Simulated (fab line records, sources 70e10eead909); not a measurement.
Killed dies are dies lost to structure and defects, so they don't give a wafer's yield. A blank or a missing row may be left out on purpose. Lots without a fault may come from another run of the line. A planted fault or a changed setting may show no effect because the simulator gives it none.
Chamber matching | flow nand_harc | NHARC_P_GATE_STRIP_101 on rie_diel-10: 4 sister chambers
The step strips in O2, time 20 s. 18 wafers are shown with their chamber, then 9 later ones without.

WAFERS WITH THEIR CHAMBER
wafer  | chamber | showerhead_plenum_p_Torr (Torr) | drypump_motor_current_A (A) | rf_vpp_V (V)
L077.4 | 1       | 3.43                            | 5.6                         | 58.9
L077.5 | 0       | 3.74                            | 6.2                         | 58.6
L077.6 | 1       | 3.43                            | 5.6                         | 57.8
L079.1 | 3       | 3.63                            | 5.2                         | 60.4
L079.2 | 0       | 3.74                            | 6.2                         | 58.1
L079.3 | 2       | 3.59                            | 6.4                         | 58.2
L079.4 | 1       | 3.43                            | 5.6                         | 57.0
L079.5 | 3       | 3.63                            | 5.2                         | 59.0
L079.6 | 0       | 3.74                            | 6.2                         | 58.1
L081.2 | 0       | 3.74                            | 6.2                         | 59.0
L081.3 | 1       | 3.43                            | 5.6                         | 57.5
L081.4 | 2       | 3.59                            | 6.4                         | 57.5
L083.3 | 1       | 3.43                            | 5.6                         | 57.8
L083.4 | 3       | 3.62                            | 5.2                         | 58.9
L083.6 | 3       | 3.62                            | 5.2                         | 59.3
L087.1 | 1       | 3.43                            | 5.7                         | 58.2
L087.2 | 0       | 3.74                            | 6.2                         | 58.4
L087.6 | 2       | 3.59                            | 6.4                         | 59.1

SIGNATURES (means of the wafers above)
reading                  | chamber 0 | chamber 1 | chamber 2 | chamber 3 | scatter within a chamber
showerhead_plenum_p_Torr | 3.7400    | 3.4300    | 3.5900    | 3.6250    | 0.00267
drypump_motor_current_A  | 6.200     | 5.617     | 6.400     | 5.200     | 0.0244
rf_vpp_V                 | 58.440    | 57.867    | 58.267    | 59.400    | 0.618
Rule: a wafer's distance from a chamber is the root of the sum, over the readings, of the square of ((its reading less the chamber's mean) divided by the reading's scatter). The wafer belongs to the nearest chamber; if the next one is less than 2 further off, it can't be placed. The scatter: the root of (the sum of the squares of (reading less its chamber's mean) over the shown wafers, divided by (wafers less chambers)).

WAFERS WITHOUT THEIR CHAMBER
wafer  | showerhead_plenum_p_Torr (Torr) | drypump_motor_current_A (A) | rf_vpp_V (V)
L089.1 | 3.43                            | 5.6                         | 57.2
L089.2 | 3.62                            | 5.2                         | 59.8
L089.6 | 3.59                            | 6.4                         | 58.4
L090.1 | 3.62                            | 5.2                         | 58.0
L090.4 | 3.42                            | 5.6                         | 59.3
L090.6 | 3.43                            | 5.6                         | 58.2
L096.2 | 3.73                            | 6.2                         | 58.2
L096.4 | 3.62                            | 5.1                         | 57.6
L096.6 | 3.58                            | 6.4                         | 56.2

WHICH CHAMBER EACH WENT THROUGH
wafer  | from the rows above | in truth
L089.1 | 1                   | 1
L089.2 | 3                   | 3
L089.6 | 2                   | 2
L090.1 | 3                   | 3
L090.4 | 1                   | 1
L090.6 | 1                   | 1
L096.2 | 0                   | 0
L096.4 | 3                   | 3
L096.6 | 2                   | 2
Placed correctly: 9 of 9. Can't be placed from these rows: 0. Placed wrongly: 0.
